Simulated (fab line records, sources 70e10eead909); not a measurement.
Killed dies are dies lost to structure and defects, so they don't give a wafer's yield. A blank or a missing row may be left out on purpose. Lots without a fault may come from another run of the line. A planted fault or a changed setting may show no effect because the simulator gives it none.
fab line records | flow nand_harc
record lots=6 wafers=18 last_day=24
route steps=1159 shown A_SOURCE_PLATE@414 A_ONON_D1@424 END@1159
lots that met no fault: from a run of the same line without faults
start_h: hours from the record's first day to the start of the lot's first wafer shown | wait_h: hours since the lot's step before | " the same as in the row above | L1.1+2: a row that stands for several wafers | - no value, or no start given | * or withheld: withheld | < > ~ a bound
route shown NAME@n: a module of which the file shows steps, and the number in the route of the first | usual: mean/standard deviation of fault-free wafers | same: alike in all rows | chamber/n: place in a boat | sites: the reading at each site | _std_site: their standard deviation | _edge_site: outer sites' mean less inner sites' | radius_mm: how far each site lies from the wafer's centre | mask NAME#n: copy n | behind: the tool/chamber that last shaped the wafer | hold: why the lot was held/for how many hours/how that ended | device: the transistor (n, p or np) that didn't switch | end of line: the same wafers' tests at the end of the route | a step without rows: its recipe alone | killed: dies lost to structure and defects at the first sort, not the wafer's yield | map: a wafer's dies, x killed, . not, _ none there
set.NAME: the setting as run; set.NAME@STEP: as run at that earlier step | model.NAME: the simulator's own value behind a step, which no gauge read
lots at some steps of the route; a table a step, a row a wafer
services: from which hour (start_h, from the record's first day; less than 0 if before it) a tool's chamber was out of use, for how many hours, and why
## steps
# step NHARC_A_SOURCE_PLATE_SRD_01
# step NHARC_A_SOURCE_PLATE_OXIDE_02
# recipe target_thk_a=100 temp_c=900 ox_time_s=1362 material=SiO2
# step NHARC_A_SOURCE_PLATE_THK_MEAS_09
# recipe thk_meas_gauge=ellipsometry
# usual thk_nm=9.6/0.99
# columns lot.wafer tool chamber start_h wait_h thk_nm
L566.1 film_metro-01 - 154.77 0.4 8.3
L566.4 " - " " 11.0
L566.6 " - " " 10.1
L573.1 film_metro-01 - 183.62 0.4 10.3
L573.4 " - " " 9.6
L573.6 " - " " 9.7
L578.1 film_metro-01 - 237.79 0.4 8.2
L578.2 " - " " 9.7
L578.4 " - " " 8.6
L583.1 film_metro-01 - 247.65 0.4 10.5
L583.3 " - " " 8.1
L583.4 " - " " 7.6
L587.3 film_metro-01 - 271.08 0.4 10.0
L587.4 " - " " 10.7
L587.6 " - " " 8.8
L588.1 film_metro-02 - 277.69 0.4 11.1
L588.4 " - " " 8.8
L588.5 " - " " 10.2
# step NHARC_A_SOURCE_PLATE_PVD_04
# recipe target_thk_a=500 material=WSi2
# step NHARC_A_SOURCE_PLATE_CVD_03
# recipe target_thk_a=2000 temp_c=620 pressure_mtorr=200 time_s=4000 material=poly-Si
# step NHARC_A_SOURCE_PLATE_ANNEAL_05
# recipe temp_c=850 time_s=1800
# step NHARC_A_SOURCE_PLATE_THK_MEAS_06
# recipe thk_meas_gauge=ellipsometry
# usual thk_nm=199.8/2.1
# columns lot.wafer tool chamber start_h wait_h thk_nm
L566.1 film_metro-01 - 171.93 0.4 200.0
L566.4 " - " " 205.7
L566.6 " - " " 201.9
L573.1 film_metro-01 - 196.83 0.4 197.9
L573.4 " - " " 198.9
L573.6 " - " " 199.3
L578.1 film_metro-02 - 250.65 0.4 202.4
L578.2 " - " " 201.1
L578.4 " - " " 201.9
L583.1 film_metro-01 - 260.67 0.4 195.6
L583.3 " - " " 198.1
L583.4 " - " " 197.0
L587.3 film_metro-01 - 285.70 0.4 201.2
L587.4 " - " " 202.5
L587.6 " - " " 202.2
L588.1 film_metro-01 - 291.45 0.4 200.9
L588.4 " - " " 199.0
L588.5 " - " " 196.6
# step NHARC_A_SOURCE_PLATE_INSPECT_08
# usual raw_defect_count=66/25
# columns lot.wafer tool chamber start_h wait_h raw_defect_count
L566.1 defect_inspect-01 - 172.00 0.0 112
L566.4 " - " " 67
L566.6 " - " " 97
L573.1 defect_inspect-02 - 196.94 0.0 32
L573.4 " - " " 59
L573.6 " - " " 76
L578.1 defect_inspect-02 - 250.72 0.0 156
L578.2 " - " " 82
L578.4 " - " " 87
L583.1 defect_inspect-02 - 260.78 0.0 51
L583.3 " - " " 40
L583.4 " - " " 65
L587.3 defect_inspect-02 - 285.79 0.0 17
L587.4 " - " " 33
L587.6 " - " " 26
L588.1 defect_inspect-02 - 291.51 0.0 157
L588.4 " - " " 81
L588.5 " - " " 88
# step NHARC_A_ONON_D1_DEP_00
# recipe target_thk_a=10000 n2_flow_sccm=2750 n2o_flow_sccm=2000 nh3_flow_sccm=500 sih4_flow_sccm=210 temp_c=400
# step NHARC_A_ONON_D1_THK_MEAS_02
# recipe thk_meas_gauge=ellipsometry
# usual thk_nm=1000/11
# columns lot.wafer tool chamber start_h wait_h thk_nm
L566.1 film_metro-01 - 172.57 - 999
L566.4 " - " " 997
L566.6 " - " " 999
L573.1 film_metro-01 - 197.52 - 1017
L573.4 " - " " 1017
L573.6 " - " " 1019
L578.1 film_metro-02 - 251.30 - 999
L578.2 " - " " 996
L578.4 " - " " 997
L583.1 film_metro-01 - 261.36 - 999
L583.3 " - " " 998
L583.4 " - " " 998
L587.3 film_metro-01 - 286.37 - 988
L587.4 " - " " 988
L587.6 " - " " 987
L588.1 film_metro-02 - 292.09 - 992
L588.4 " - " " 993
L588.5 " - " " 995
# step NHARC_A_ONON_D1_DEP_03
# recipe target_thk_a=10000 n2_flow_sccm=2750 n2o_flow_sccm=2000 nh3_flow_sccm=500 sih4_flow_sccm=210 temp_c=400
# usual nh3_flow_sccm=500.3/1.5
# columns lot.wafer tool chamber start_h wait_h nh3_flow_sccm
L566.1 pecvd_onon-02 0 172.63 0.1 501.1
L566.4 " 0 " " 501.6
L566.6 " 0 " " 501.3
L573.1 pecvd_onon-03 0 197.57 0.1 499.4
L573.4 " 0 " " 501.0
L573.6 " 0 " " 501.7
L578.1 pecvd_onon-03 0 251.48 0.2 500.4
L578.2 " 0 " " 499.4
L578.4 " 0 " " 497.1
L583.1 pecvd_onon-03 0 261.41 0.1 500.2
L583.3 " 0 " " 499.2
L583.4 " 0 " " 500.2
L587.3 pecvd_onon-01 0 286.54 0.2 499.3
L587.4 " 0 " " 499.6
L587.6 " 0 " " 500.9
L588.1 pecvd_onon-01 0 292.14 0.1 500.1
L588.4 " 0 " " 499.2
L588.5 " 0 " " 499.8
# step NHARC_A_ONON_D1_THK_MEAS_05
# recipe thk_meas_gauge=ellipsometry
# usual thk_nm=998/9.5
# columns lot.wafer tool chamber start_h wait_h thk_nm
L566.1 film_metro-01 - 173.14 - 986
L566.4 " - " " 989
L566.6 " - " " 986
L573.1 film_metro-02 - 198.09 - 993
L573.4 " - " " 992
L573.6 " - " " 994
L578.1 film_metro-02 - 252.00 - 1223
L578.2 " - " " 1223
L578.4 " - " " 1222
L583.1 film_metro-01 - 261.92 - 1242
L583.3 " - " " 1244
L583.4 " - " " 1244
L587.3 film_metro-01 - 286.93 - 1000
L587.4 " - " " 1000
L587.6 " - " " 1002
L588.1 film_metro-02 - 292.65 - 994
L588.4 " - " " 994
L588.5 " - " " 995
# step NHARC_A_ONON_D1_DEP_06
# recipe target_thk_a=10000 n2_flow_sccm=2750 n2o_flow_sccm=2000 nh3_flow_sccm=500 sih4_flow_sccm=210 temp_c=400
# step NHARC_END_SORT_01
# recipe temp_c=25
# usual killed_at_array=29/12 killed_at_other=0.7/1 killed_at_periphery=4/3.2 killed_dies=34/12 killed_open=3.4/2 killed_short=1.8/1.3
# same gross_dies=677
# columns lot.wafer tool chamber start_h wait_h killed_at_array killed_at_other killed_at_periphery killed_dies killed_open killed_short
L566.1 prober-01 0 463.38 2.5 14 0 8 22 9 2
L566.4 prober-01 0 465.78 3.4 12 0 2 14 3 2
L566.6 prober-01 0 467.37 4.0 8 1 7 16 6 2
L573.1 prober-01 0 481.43 2.5 24 2 1 27 6 3
L573.4 prober-01 0 483.79 3.4 23 1 0 24 8 1
L573.6 prober-01 0 485.36 3.9 17 0 2 19 3 0
L578.1 prober-01 0 530.10 2.5 677 0 0 677 0 1
L578.2 prober-01 0 530.91 2.8 676 0 1 677 1 0
L578.4 prober-01 0 532.52 3.4 675 1 1 677 2 3
L583.1 prober-01 0 544.53 2.5 668 1 8 677 7 2
L583.3 prober-01 0 546.12 3.1 672 0 5 677 2 1
L583.4 prober-01 0 546.92 3.4 672 0 5 677 3 2
L588.1 prober-01 0 575.09 2.5 36 1 1 38 2 2
L588.4 prober-01 0 577.45 3.4 46 1 3 50 4 3
L588.5 prober-01 0 578.24 3.7 46 0 2 48 2 4
L587.3 prober-01 0 584.39 3.1 28 1 2 31 3 2
L587.4 prober-01 0 585.19 3.4 29 0 4 33 4 3
L587.6 prober-01 0 586.78 4.0 31 0 4 35 8 2
# killed by level:class
L566.1 P_M0:geometric_particle:open=3 P_GATE:geometric_particle:open=2 A_CHANNEL_HOLE_D1:chamber_film_flake=2 A_SLIT:chamber_film_flake=2 A_WL_FILL:chamber_film_flake=2 A_CONTACT:chamber_film_flake=2 P_CONTACT:geometric_particle:open=1 A_CHANNEL_HOLE_D1:geometric_particle:short=1
L566.4 A_WL_FILL:chamber_film_flake=5 P_CONTACT:geometric_particle:open=1 A_CHANNEL_FILL_D1:geometric_particle:short=1 A_WL_FILL:geometric_particle:open=1 A_CONTACT:geometric_particle:open=1 A_M1:geometric_particle:short=1 P_STI:chamber_film_flake=1 A_CHANNEL_HOLE_D1:chamber_film_flake=1
L566.6 P_M0:geometric_particle:open=2 P_STI:chamber_film_flake=2 A_CHANNEL_HOLE_D1:chamber_film_flake=2 A_WL_FILL:chamber_film_flake=2 P_GATE:geometric_particle:open=1 P_GATE:geometric_particle:short=1 A_CHANNEL_FILL_D1:geometric_particle:open=1 A_WL_FILL:geometric_particle:open=1
L573.1 A_CHANNEL_HOLE_D1:chamber_film_flake=10 A_CONTACT:chamber_film_flake=3 A_CONTACT:geometric_particle:open=2 A_STAIRCASE:chamber_film_flake=2 A_ONON_D1:geometric_particle:open=1 A_CHANNEL_HOLE_D1:geometric_particle:short=1 A_WL_FILL:geometric_particle:open=1 A_WL_FILL:geometric_particle:short=1
L573.4 A_CHANNEL_HOLE_D1:chamber_film_flake=9 A_ONON_D1:geometric_particle:open=3 A_CHANNEL_FILL_D1:geometric_particle:open=3 A_STAIRCASE:chamber_film_flake=2 A_ONON_D1:geometric_particle:short=1 A_WL_FILL:geometric_particle:open=1 A_CONTACT:geometric_particle:open=1 A_WL_FILL:chamber_film_flake=1
L573.6 A_CHANNEL_HOLE_D1:chamber_film_flake=12 A_STAIRCASE:chamber_film_flake=4 P_M0:geometric_particle:open=2 A_SGD_CUT:geometric_particle:open=1
L578.1 A_ONON_D1:area_dep=663 A_STAIRCASE:chamber_film_flake=7 A_CHANNEL_HOLE_D1:chamber_film_flake=4 A_WL_FILL:geometric_particle:short=1 A_CHANNEL_FILL_D1:chamber_film_flake=1 A_CONTACT:chamber_film_flake=1
L578.2 A_ONON_D1:area_dep=660 A_CHANNEL_HOLE_D1:chamber_film_flake=5 A_CONTACT:chamber_film_flake=5 A_STAIRCASE:chamber_film_flake=4 P_M0:geometric_particle:open=1 A_ZERO_WELL:chamber_film_flake=1 A_WL_FILL:chamber_film_flake=1
L578.4 A_ONON_D1:area_dep=661 A_CHANNEL_HOLE_D1:chamber_film_flake=4 A_CONTACT:chamber_film_flake=3 A_STAIRCASE:chamber_film_flake=2 A_WL_FILL:chamber_film_flake=2 P_STI:geometric_particle:open=1 A_CHANNEL_HOLE_D1:geometric_particle:open=1 A_CHANNEL_FILL_D1:geometric_particle:short=1
L583.1 A_ONON_D1:area_dep=630 A_SLIT:chamber_film_flake=15 A_CHANNEL_HOLE_D1:chamber_film_flake=12 P_GATE:chamber_film_flake=3 A_CONTACT:geometric_particle:open=2 A_M0:geometric_particle:open=2 P_M1:chamber_film_flake=2 A_STAIRCASE:chamber_film_flake=2
L583.3 A_ONON_D1:area_dep=632 A_SLIT:chamber_film_flake=17 A_CHANNEL_HOLE_D1:chamber_film_flake=12 A_CONTACT:chamber_film_flake=6 P_M1:chamber_film_flake=4 A_STAIRCASE:chamber_film_flake=2 A_WL_FILL:geometric_particle:short=1 A_WL_FILL:geometric_particle:open=1
L583.4 A_ONON_D1:area_dep=634 A_SLIT:chamber_film_flake=15 A_CHANNEL_HOLE_D1:chamber_film_flake=12 P_CONTACT:chamber_film_flake=3 A_STAIRCASE:chamber_film_flake=3 A_CONTACT:chamber_film_flake=3 P_GATE:geometric_particle:open=1 A_CHANNEL_FILL_D1:geometric_particle:open=1
L588.1 A_SLIT:chamber_film_flake=16 A_CHANNEL_HOLE_D1:chamber_film_flake=6 A_CONTACT:chamber_film_flake=6 A_CHANNEL_FILL_D1:geometric_particle:short=2 A_M1:chamber_film_flake=2 A_ONON_D1:geometric_particle:open=1 A_CHANNEL_FILL_D1:geometric_particle:open=1 P_M0:chamber_film_flake=1
L588.4 A_SLIT:chamber_film_flake=16 A_CHANNEL_HOLE_D1:chamber_film_flake=13 A_CONTACT:chamber_film_flake=6 A_ZERO_WELL:chamber_film_flake=2 A_M1:chamber_film_flake=2 P_M0:geometric_particle:open=1 P_M1:geometric_particle:open=1 A_CHANNEL_HOLE_D1:geometric_particle:open=1
L588.5 A_SLIT:chamber_film_flake=22 A_CHANNEL_HOLE_D1:chamber_film_flake=9 A_CONTACT:chamber_film_flake=8 P_CONTACT:geometric_particle:short=1 A_CHANNEL_FILL_D1:geometric_particle:short=1 A_WL_FILL:geometric_particle:short=1 A_BLC:geometric_particle:open=1 A_M0:geometric_particle:short=1
L587.3 A_CHANNEL_HOLE_D1:chamber_film_flake=12 A_CONTACT:chamber_film_flake=8 A_CHANNEL_FILL_D1:chamber_film_flake=3 A_M0:geometric_particle:open=2 A_ONON_D1:geometric_particle:short=1 A_SGD_CUT:geometric_particle:open=1 P_STI:chamber_film_flake=1 P_GATE:chamber_film_flake=1
L587.4 A_CONTACT:chamber_film_flake=12 A_CHANNEL_HOLE_D1:chamber_film_flake=10 P_M0:geometric_particle:open=1 P_M0:geometric_particle:short=1 A_ONON_D1:geometric_particle:short=1 A_CHANNEL_FILL_D1:geometric_particle:open=1 A_STAIRCASE:geometric_particle:open=1 A_WL_FILL:geometric_particle:open=1
L587.6 A_CHANNEL_HOLE_D1:chamber_film_flake=13 A_CONTACT:chamber_film_flake=5 P_GATE:geometric_particle:open=2 A_M0:geometric_particle:open=2 P_ZERO_WELL:chamber_film_flake=2 A_CHANNEL_FILL_D1:chamber_film_flake=2 A_WL_FILL:chamber_film_flake=2 A_ONON_D1:geometric_particle:open=1
# map L578.1 (x killed, . not)
____________x____________
_________xxxxxxx_________
_______xxxxxxxxxxx_______
______xxxxxxxxxxxxx______
_____xxxxxxxxxxxxxxx_____
____xxxxxxxxxxxxxxxxx____
____xxxxxxxxxxxxxxxxx____
___xxxxxxxxxxxxxxxxxxx___
___xxxxxxxxxxxxxxxxxxx___
__xxxxxxxxxxxxxxxxxxxxx__
__xxxxxxxxxxxxxxxxxxxxx__
_xxxxxxxxxxxxxxxxxxxxxxx_
_xxxxxxxxxxxxxxxxxxxxxxx_
_xxxxxxxxxxxxxxxxxxxxxxx_
_xxxxxxxxxxxxxxxxxxxxxxx_
_xxxxxxxxxxxxxxxxxxxxxxx_
xxxxxxxxxxxxxxxxxxxxxxxxx
xxxxxxxxxxxxxxxxxxxxxxxxx
xxxxxxxxxxxxxxxxxxxxxxxxx
xxxxxxxxxxxxxxxxxxxxxxxxx
xxxxxxxxxxxxxxxxxxxxxxxxx
_xxxxxxxxxxxxxxxxxxxxxxx_
_xxxxxxxxxxxxxxxxxxxxxxx_
_xxxxxxxxxxxxxxxxxxxxxxx_
_xxxxxxxxxxxxxxxxxxxxxxx_
_xxxxxxxxxxxxxxxxxxxxxxx_
__xxxxxxxxxxxxxxxxxxxxx__
__xxxxxxxxxxxxxxxxxxxxx__
___xxxxxxxxxxxxxxxxxxx___
___xxxxxxxxxxxxxxxxxxx___
____xxxxxxxxxxxxxxxxx____
____xxxxxxxxxxxxxxxxx____
_____xxxxxxxxxxxxxxx_____
______xxxxxxxxxxxxx______
_______xxxxxxxxxxx_______
_________xxxxxxx_________
____________x____________
# map L583.1 (x killed, . not)
____________x____________
_________xxxxxxx_________
_______xxxxxxxxxxx_______
______xxxxxxxxxxxxx______
_____xxxxxxxxxxxxxxx_____
____xxxxxxxxxxxxxxxxx____
____xxxxxxxxxxxxxxxxx____
___xxxxxxxxxxxxxxxxxxx___
___xxxxxxxxxxxxxxxxxxx___
__xxxxxxxxxxxxxxxxxxxxx__
__xxxxxxxxxxxxxxxxxxxxx__
_xxxxxxxxxxxxxxxxxxxxxxx_
_xxxxxxxxxxxxxxxxxxxxxxx_
_xxxxxxxxxxxxxxxxxxxxxxx_
_xxxxxxxxxxxxxxxxxxxxxxx_
_xxxxxxxxxxxxxxxxxxxxxxx_
xxxxxxxxxxxxxxxxxxxxxxxxx
xxxxxxxxxxxxxxxxxxxxxxxxx
xxxxxxxxxxxxxxxxxxxxxxxxx
xxxxxxxxxxxxxxxxxxxxxxxxx
xxxxxxxxxxxxxxxxxxxxxxxxx
_xxxxxxxxxxxxxxxxxxxxxxx_
_xxxxxxxxxxxxxxxxxxxxxxx_
_xxxxxxxxxxxxxxxxxxxxxxx_
_xxxxxxxxxxxxxxxxxxxxxxx_
_xxxxxxxxxxxxxxxxxxxxxxx_
__xxxxxxxxxxxxxxxxxxxxx__
__xxxxxxxxxxxxxxxxxxxxx__
___xxxxxxxxxxxxxxxxxxx___
___xxxxxxxxxxxxxxxxxxx___
____xxxxxxxxxxxxxxxxx____
____xxxxxxxxxxxxxxxxx____
_____xxxxxxxxxxxxxxx_____
______xxxxxxxxxxxxx______
_______xxxxxxxxxxx_______
_________xxxxxxx_________
____________x____________
## services
# columns tool chamber start_h hours kind
pecvd_onon-03 - 153.17 13.0 pm
pecvd_onon-01 - 195.10 13.0 pm
pecvd_onon-02 - 292.02 13.0 pm
## key
first_sign step=NHARC_A_ONON_D1_THK_MEAS_05 reading=thk_nm direction=up sigmas=25 usual=998 struck=1233
effect step=NHARC_END_SORT_01 reading=killed_dies direction=up sigmas=55 usual=34 struck=677
more_kills_born_at NHARC_A_ONON_D1_DEP_03@pecvd_onon-03=3880
met_at NHARC_A_ONON_D1_DEP_03
struck_wafers L578.1,L578.2,L578.4,L583.1,L583.3,L583.4
later_rows_left_out L578.1,L578.2,L578.4,L583.1,L583.3,L583.4
tester_left_out L578,L583
onset_between 197.57 251.48
fault kind=process_parameter_drift tool=pecvd_onon-03 chamber=- onset_h=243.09 steps=NHARC_A_ONON_D1_DEP_03 channel=target_thk_a offset=* shape=step end_h=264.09 acts_in=* stated=*
# tester_left_out: of these lots the tester's yield and bins aren't shown, on N5 and GAA mostly nor the transistor test; their killed dies are dies lost to structure and defects alone, not to doping, threshold or leakage, so they don't give the yield
# later_rows_left_out: the simulator's readings of these wafers behind a module that went badly wrong aren't trusted and aren't shown, but for the sort
